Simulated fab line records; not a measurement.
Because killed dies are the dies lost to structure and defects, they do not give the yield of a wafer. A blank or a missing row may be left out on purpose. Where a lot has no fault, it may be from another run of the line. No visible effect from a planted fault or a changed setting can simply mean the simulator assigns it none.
Matching of chambers + flow n5Finfet + N5_SD_EPI_N_ETCH_16 on rieDiel-01 has 4 sister chambers
The step etches SiO2 in CHF3/O2, target depth 5 nm. 4 wafers are shown with their chamber, then 8 later ones without.

WAFERS WITH THEIR CHAMBER
| wafer  | chamber | showerheadPlenumPTorr (Torr) |
|--------|---------|------------------------------|
| L089.3 | 2       | 2.47                         |
| L089.6 | 0       | 2.50                         |
| L090.1 | 3       | 2.39                         |
| L091.1 | 1       | 2.32                         |

WAFERS MISSING THEIR CHAMBER
| wafer  | showerheadPlenumPTorr (Torr) |
|--------|------------------------------|
| L091.3 | 2.50                         |
| L091.4 | 2.38                         |
| L095.1 | 2.50                         |
| L095.3 | 2.46                         |
| L095.4 | 2.32                         |
| L096.4 | 2.46                         |
| L096.5 | 2.50                         |
| L096.6 | 2.32                         |

CHAMBER TAKEN BY EACH
| wafer  | from the rows above | in truth |
|--------|---------------------|----------|
| L091.3 | 0                   | 0        |
| L091.4 | 3                   | 3        |
| L095.1 | 0                   | 0        |
| L095.3 | 2                   | 2        |
| L095.4 | 1                   | 1        |
| L096.4 | 2                   | 2        |
| L096.5 | 0                   | 0        |
| L096.6 | 1                   | 1        |
Correctly placed: 8 of 8. Not placeable from these rows: 0. Number placed wrongly: 0.
How it was worked out, from the rows above alone: a wafer's distance from a chamber is the root of the sum, over the readings, of the square of ((its reading less the chamber's mean) divided by the reading's scatter). If the next closest chamber is less than 2 further off than the closest, the wafer can't be placed; otherwise it belongs to the closest. For every chamber, the mean is computed from those of its wafers that are shown. The scatter: root of mean squared gap, hidden wafer to nearest shown wafer, with one shown wafer a chamber.
